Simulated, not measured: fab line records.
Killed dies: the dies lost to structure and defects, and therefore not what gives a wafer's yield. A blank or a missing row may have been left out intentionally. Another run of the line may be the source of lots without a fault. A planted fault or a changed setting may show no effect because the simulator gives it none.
Which tool is to blame? + flow nandHarc + Sampling: 13 lots, 38 wafers, 5 of 1302 route steps

## WHAT THE GAUGES SHOWED, per wafer
NHARC_P_ZERO_WELL_CD_MEAS_11: target cd 500 nm. Usual: 499.1 nm for cdNm, sd 2.1.
| lot  | measured     | on       | cdNm (nm)         | flag |
|------|--------------|----------|-------------------|------|
| L498 | day 2 07:23  | cdSem-02 | 498.1 495.9 498.3 |      |
| L499 | day 2 17:15  | cdSem-02 | 496.7 498.0 498.0 |      |
| L500 | day 3 03:14  | cdSem-01 | 497.7 497.6 497.0 |      |
| L501 | day 3 13:07  | cdSem-03 | 501.1 498.3 499.6 |      |
| L502 | day 3 23:14  | cdSem-03 | 495.2 498.2 497.3 |      |
| L503 | day 4 09:14  | cdSem-02 | 496.7 500.5 498.7 |      |
| L504 | day 4 19:07  | cdSem-03 | 500.4 500.7 501.6 |      |
| L505 | day 5 05:07  | cdSem-01 | 504.1 500.4 501.0 |      |
| L509 | day 6 21:07  | cdSem-02 | 500.2 501.6 501.1 |      |
| L510 | day 7 07:14  | cdSem-03 | 496.7 501.1 500.4 |      |
| L514 | day 8 23:07  | cdSem-03 | 499.3 496.9       |      |
| L518 | day 10 15:07 | cdSem-02 | 502.5 500.2 500.7 |      |
| L520 | day 11 11:14 | cdSem-01 | 498.5 500.2 497.5 |      |

NHARC_END_SORT_01. Usual: killedAtArray 53, standard deviation 19; killedAtOther 0.8, standard deviation 1.2; killedAtPeriphery 3.7, standard deviation 2.3; killedDies 57, standard deviation 19; killedOpen 3.2, standard deviation 1.7; killedShort 2.6, standard deviation 1.8.
| lot  | measured     | on        | killedAtArray | killedAtOther | killedAtPeriphery | killedDies | killedOpen | killedShort | flag |
|------|--------------|-----------|---------------|---------------|-------------------|------------|------------|-------------|------|
| L509 | day 28 14:14 | prober-02 | 66 74 54      | 1 2 2         | 3 1 3             | 70 77 59   | 3 3 3      | 6 3 3       |      |
| L518 | day 33 06:08 | prober-02 | 70 59 59      | 1 3 6         | 2 3 6             | 73 65 71   | 5 5 3      | 4 3 3       |      |

## TOOL THAT RAN EACH LOT (tool first, then ch and the chambers of the sampled wafers, then the start)
| lot  | NHARC_P_ZERO_WELL_SOFTBAKE_06    | NHARC_P_ZERO_WELL_ETCH_63       | NHARC_P_ZERO_WELL_DESCUM_39      |
|------|----------------------------------|---------------------------------|----------------------------------|
| L498 | lithoTrack-02 ch 0, day 2 06:00  | rieSi-03 ch 0,2,3, day 2 07:47  | rieDiel-08 ch 0,3, day 2 10:23   |
| L499 | lithoTrack-05 ch 0, day 2 16:00  | rieSi-06 ch 0,1, day 2 21:21    | rieDiel-04 ch 0,1,2, day 3 00:11 |
| L500 | lithoTrack-05 ch 0, day 3 02:00  | rieSi-06 ch 0,1,2, day 3 03:59  | rieDiel-04 ch 0,2,3, day 3 06:37 |
| L501 | lithoTrack-05 ch 0, day 3 12:00  | rieSi-02 ch 1,2,3, day 3 13:32  | rieDiel-11 ch 0,2,3, day 3 16:08 |
| L502 | lithoTrack-03 ch 0, day 3 22:00  | rieSi-02 ch 2,3, day 3 23:40    | rieDiel-04 ch 2,3, day 4 02:24   |
| L503 | lithoTrack-03 ch 0, day 4 08:00  | rieSi-06 ch 0,1,3, day 4 09:49  | rieDiel-08 ch 0,2, day 4 12:38   |
| L504 | lithoTrack-05 ch 0, day 4 18:00  | rieSi-03 ch 0,2,3, day 4 19:32  | rieDiel-04 ch 0,1,3, day 4 22:17 |
| L505 | lithoTrack-02 ch 0, day 5 04:00  | rieSi-06 ch 0,1, day 5 05:32    | rieDiel-04 ch 0,2, day 5 08:08   |
| L509 | lithoTrack-02 ch 0, day 6 20:00  | rieSi-03 ch 2,3, day 6 21:34    | rieDiel-08 ch 2,3, day 7 00:11   |
| L510 | lithoTrack-05 ch 0, day 7 06:00  | rieSi-06 ch 0,1, day 7 07:40    | rieDiel-11 ch 0,1,2, day 7 10:37 |
| L514 | lithoTrack-02 ch 0, day 8 22:00  | rieSi-06 ch 1,2, day 8 23:40    | rieDiel-11 ch 1,3, day 9 02:23   |
| L518 | lithoTrack-03 ch 0, day 10 14:00 | rieSi-02 ch 1,2,3, day 10 15:32 | rieDiel-11 ch 1,3, day 10 18:16  |
| L520 | lithoTrack-05 ch 0, day 11 10:00 | rieSi-02 ch 2,3, day 11 11:40   | rieDiel-04 ch 1,2, day 11 14:18  |
- NHARC_P_ZERO_WELL_SOFTBAKE_06: time 70 s.
- NHARC_P_ZERO_WELL_ETCH_63: etches the open film in HBr/Cl2, target depth 120 nm, time 40.1 s.
- NHARC_P_ZERO_WELL_DESCUM_39: chemistry O2, time 3 s.

## AS READ BY THE TOOLS THEMSELVES (means over the sampled wafers that have a number; for cases with no such wafer, the mark the record gives instead)
NHARC_P_ZERO_WELL_SOFTBAKE_06. Usual: heaterPowerTotalW 201.0 W, standard deviation 1.3; plateTempC 125.01 C, standard deviation 0.16.
| lot  | tool          | heaterPowerTotalW (W) | plateTempC (C) | flag |
|------|---------------|-----------------------|----------------|------|
| L498 | lithoTrack-02 | 202.7                 | 125.01         |      |
| L499 | lithoTrack-05 | 200.1                 | 125.00         |      |
| L500 | lithoTrack-05 | 202.2                 | 124.91         |      |
| L501 | lithoTrack-05 | 201.6                 | 125.04         |      |
| L502 | lithoTrack-03 | 201.5                 | 125.11         |      |
| L503 | lithoTrack-03 | 201.1                 | 124.85         |      |
| L504 | lithoTrack-05 | 200.6                 | 124.96         |      |
| L505 | lithoTrack-02 | 202.0                 | 124.87         |      |
| L509 | lithoTrack-02 | 200.8                 | 124.76         |      |
| L510 | lithoTrack-05 | 201.7                 | 124.93         |      |
| L514 | lithoTrack-02 | 213.9                 | 124.94         | OFF  |
| L518 | lithoTrack-03 | 200.5                 | 125.12         |      |
| L520 | lithoTrack-05 | 202.4                 | 125.04         |      |

NHARC_P_ZERO_WELL_ETCH_63. Usual: drypumpMotorCurrentA 5.8 A, standard deviation 0.41; oesProductAu 1.000 a.u., standard deviation 0.01; throttleValvePct 26.404 %, standard deviation 0.0087.
| lot  | tool     | drypumpMotorCurrentA (A) | oesProductAu (a.u.) | throttleValvePct (%) | flag |
|------|----------|--------------------------|---------------------|----------------------|------|
| L498 | rieSi-03 | 6.0                      | 0.990               | 26.400               |      |
| L499 | rieSi-06 | 5.4                      | 1.014               | 26.401               |      |
| L500 | rieSi-06 | 5.6                      | 1.003               | 26.397               |      |
| L501 | rieSi-02 | 5.8                      | 1.007               | 26.410               |      |
| L502 | rieSi-02 | 5.6                      | 0.996               | 26.401               |      |
| L503 | rieSi-06 | 5.5                      | 1.000               | 26.409               |      |
| L504 | rieSi-03 | 6.0                      | 0.995               | 26.411               |      |
| L505 | rieSi-06 | 5.4                      | 1.000               | 26.402               |      |
| L509 | rieSi-03 | 6.2                      | 0.987               | 26.402               |      |
| L510 | rieSi-06 | 5.4                      | 1.002               | 26.398               |      |
| L514 | rieSi-06 | 5.8                      | 1.006               | 26.410               |      |
| L518 | rieSi-02 | 5.8                      | 1.000               | 26.411               |      |
| L520 | rieSi-02 | 6.0                      | 0.997               | 26.407               |      |

NHARC_P_ZERO_WELL_DESCUM_39. Usual: drypumpMotorCurrentA 5.9 A, standard deviation 0.51; oesProductAu 1.001 a.u., standard deviation 0.0089; rfVppV 57.7 V, standard deviation 0.84; showerheadPlenumPTorr 1.89 Torr, standard deviation 0.044; throttleValvePct 11.314 %, standard deviation 0.0094.
| lot  | tool       | drypumpMotorCurrentA (A) | oesProductAu (a.u.) | rfVppV (V) | showerheadPlenumPTorr (Torr) | throttleValvePct (%) | flag |
|------|------------|--------------------------|---------------------|------------|------------------------------|----------------------|------|
| L498 | rieDiel-08 | 5.6                      | 1.004               | 58.0       | 1.91                         | 11.314               |      |
| L499 | rieDiel-04 | 6.3                      | 1.004               | 58.2       | 1.91                         | 11.303               |      |
| L500 | rieDiel-04 | 6.2                      | 1.002               | 56.8       | 1.88                         | 11.323               |      |
| L501 | rieDiel-11 | 5.9                      | 0.997               | 57.6       | 1.90                         | 11.318               |      |
| L502 | rieDiel-04 | 6.3                      | 1.000               | 57.9       | 1.84                         | 11.302               |      |
| L503 | rieDiel-08 | 5.7                      | 1.002               | 58.2       | 1.93                         | 11.309               |      |
| L504 | rieDiel-04 | 6.0                      | 1.009               | 57.1       | 1.90                         | 11.312               |      |
| L505 | rieDiel-04 | 6.5                      | 0.999               | 58.5       | 1.91                         | 11.311               |      |
| L509 | rieDiel-08 | 6.0                      | 0.992               | 56.6       | 1.89                         | 11.318               |      |
| L510 | rieDiel-11 | 5.9                      | 0.997               | 57.6       | 1.90                         | 11.311               |      |
| L514 | rieDiel-11 | 5.8                      | 0.996               | 57.0       | 1.89                         | 11.310               |      |
| L518 | rieDiel-11 | 5.8                      | 0.996               | 57.7       | 1.89                         | 11.313               |      |
| L520 | rieDiel-04 | 6.4                      | 1.009               | 58.0       | 1.86                         | 11.308               |      |

## THE ANSWER, worked out from the rows above alone
Rule: take the mean of a lot's wafers that have a number; if it is more than 3 standard deviations from the usual mean, the lot is off. Also off: a lot with no number at a reading for which 4 or more lots have one. The other lots that the step has rows for count as sound. Order of review: gauges by route order, followed by the tools' own readings, for which a lot's mean as printed above is used. The first step at which some lot is off is used, and at that step the reading that is off furthest; a lot without a number counts as furthest.
Off, at NHARC_P_ZERO_WELL_SOFTBAKE_06 on heaterPowerTotalW: L514.
A tool fits if, at that step or a process step before it, it ran every lot that is off, and no sound lot after the first of them. One candidate fits, namely lithoTrack-02 at NHARC_P_ZERO_WELL_SOFTBAKE_06. Its last sound lot is L509 (day 6 20:00), its first lot that is off L514 (day 8 22:00): a fault that began between those two fits.
On the lots that are off, the tool's own readings at NHARC_P_ZERO_WELL_SOFTBAKE_06 differ by more than 5 times the standard deviation of the sound lots' means, which bears it out; heaterPowerTotalW reads 213.9 W there versus 201.4 W on the sound lots.

## WHAT THE SIMULATOR HAD PUT IN
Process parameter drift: lithoTrack-02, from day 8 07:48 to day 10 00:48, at NHARC_P_ZERO_WELL_SOFTBAKE_06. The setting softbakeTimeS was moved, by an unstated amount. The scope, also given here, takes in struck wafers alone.
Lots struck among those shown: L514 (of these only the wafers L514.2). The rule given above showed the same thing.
